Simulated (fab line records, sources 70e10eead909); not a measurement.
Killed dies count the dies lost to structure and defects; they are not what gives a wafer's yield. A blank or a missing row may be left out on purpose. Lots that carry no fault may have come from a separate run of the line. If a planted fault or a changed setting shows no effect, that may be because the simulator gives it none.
Matching of chambers	flow nand harc	rie diel-13 running NHARC_P_GATE_DESCUM_48: 4 sister chambers
The step chemistry O2, time 3 s. 8 wafers are shown with their chamber, then 10 later ones without.

EACH WAFER AND ITS CHAMBER
wafer	chamber	showerhead plenum p Torr (Torr)	drypump motor current A (A)
L081.4	0	1.78	5.7
L081.6	0	1.78	5.7
L083.5	3	1.95	5.8
L087.1	3	1.94	5.9
L087.2	2	1.90	5.8
L090.5	1	2.01	5.6
L092.1	2	1.90	5.8
L092.3	1	2.01	5.5

WAFERS WHOSE CHAMBER IS MISSING
wafer	showerhead plenum p Torr (Torr)	drypump motor current A (A)
L092.4	2.01	5.5
L091.4	1.90	5.9
L091.5	1.94	5.8
L091.6	2.01	5.5
L094.1	1.90	5.9
L094.3	1.78	5.7
L094.6	2.01	5.5
L097.1	1.90	5.8
L097.3	2.01	5.5
L097.4	1.78	5.7

WHICH CHAMBER EACH WENT THROUGH
wafer	from the rows above	in truth
L092.4	1	1
L091.4	2	2
L091.5	3	3
L091.6	1	1
L094.1	2	2
L094.3	0	0
L094.6	1	1
L097.1	2	2
L097.3	1	1
L097.4	0	0
Placed correctly: 10 of 10. Left unplaced by these rows: 0. Wrongly placed: 0.
How it was worked out, from the rows above alone: a wafer's distance from a chamber is the root of the sum, over the readings, of the square of ((its reading less the chamber's mean) divided by the reading's scatter). If the next closest chamber is less than 2 further off than the closest, the wafer can't be placed; otherwise it belongs to the closest. The mean given for a chamber averages the wafers shown for that chamber. The scatter is the square root of a quotient: the sum, over the shown wafers, of each reading's squared deviation from its chamber's mean, divided by wafers minus chambers.
